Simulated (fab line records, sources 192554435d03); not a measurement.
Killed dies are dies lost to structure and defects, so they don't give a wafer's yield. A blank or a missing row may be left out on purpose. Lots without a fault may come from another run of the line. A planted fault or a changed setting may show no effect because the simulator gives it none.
Chamber matching | flow n5_finfet | N5_BEOL_M4_ETCH_74 on rie_diel-01: 4 sister chambers
The step etches underlayer in N2/H2, target depth 6.5 nm, time 5.2 s. 14 wafers are shown with their chamber, then 7 later ones without.

WAFERS WITH THEIR CHAMBER
wafer  | chamber | throttle_valve_pct (%) | drypump_motor_current_A (A) | showerhead_plenum_p_Torr (Torr)
L074.1 | 2       | 18.18                  | 5.9                         | 2.65
L074.4 | 2       | 18.17                  | 5.9                         | 2.65
L074.5 | 1       | 17.48                  | 5.6                         | 2.56
L084.1 | 2       | 18.21                  | 5.9                         | 2.64
L084.4 | 0       | 18.28                  | 5.5                         | 2.49
L084.5 | 3       | 17.37                  | 6.1                         | 2.49
L082.2 | 1       | 17.50                  | 5.5                         | 2.55
L082.4 | 0       | 18.29                  | 5.5                         | 2.48
L082.5 | 2       | 18.22                  | 5.9                         | 2.64
L087.3 | 1       | 17.53                  | 5.5                         | 2.55
L087.5 | 3       | 17.39                  | 6.1                         | 2.49
L087.6 | 2       | 18.23                  | 5.9                         | 2.63
L090.1 | 3       | 17.39                  | 6.1                         | 2.48
L090.4 | 0       | 18.30                  | 5.5                         | 2.48

SIGNATURES (means of the wafers above)
reading                  | chamber 0 | chamber 1 | chamber 2 | chamber 3 | scatter within a chamber
throttle_valve_pct       | 18.2900   | 17.5033   | 18.2020   | 17.3833   | 0.021
drypump_motor_current_A  | 5.500     | 5.533     | 5.900     | 6.100     | 0.0258
showerhead_plenum_p_Torr | 2.4833    | 2.5533    | 2.6420    | 2.4867    | 0.00693
Rule: a wafer's distance from a chamber is the root of the sum, over the readings, of the square of ((its reading less the chamber's mean) divided by the reading's scatter). The wafer belongs to the nearest chamber; if the next one is less than 2 further off, it can't be placed. The scatter: the root of (the sum of the squares of (reading less its chamber's mean) over the shown wafers, divided by (wafers less chambers)).

WAFERS WITHOUT THEIR CHAMBER
wafer  | throttle_valve_pct (%) | drypump_motor_current_A (A) | showerhead_plenum_p_Torr (Torr)
L090.5 | 17.39                  | 6.1                         | 2.48
L096.1 | 17.54                  | 5.6                         | 2.54
L096.3 | 17.40                  | 6.1                         | 2.48
L096.5 | 18.25                  | 5.9                         | 2.63
L095.3 | 17.53                  | 5.5                         | 2.54
L095.5 | 17.38                  | 6.2                         | 2.48
L095.6 | 18.24                  | 5.9                         | 2.63

WHICH CHAMBER EACH WENT THROUGH
wafer  | from the rows above | in truth
L090.5 | 3                   | 3
L096.1 | 1                   | 1
L096.3 | 3                   | 3
L096.5 | 2                   | 2
L095.3 | 1                   | 1
L095.5 | 3                   | 3
L095.6 | 2                   | 2
Placed correctly: 7 of 7. Can't be placed from these rows: 0. Placed wrongly: 0.
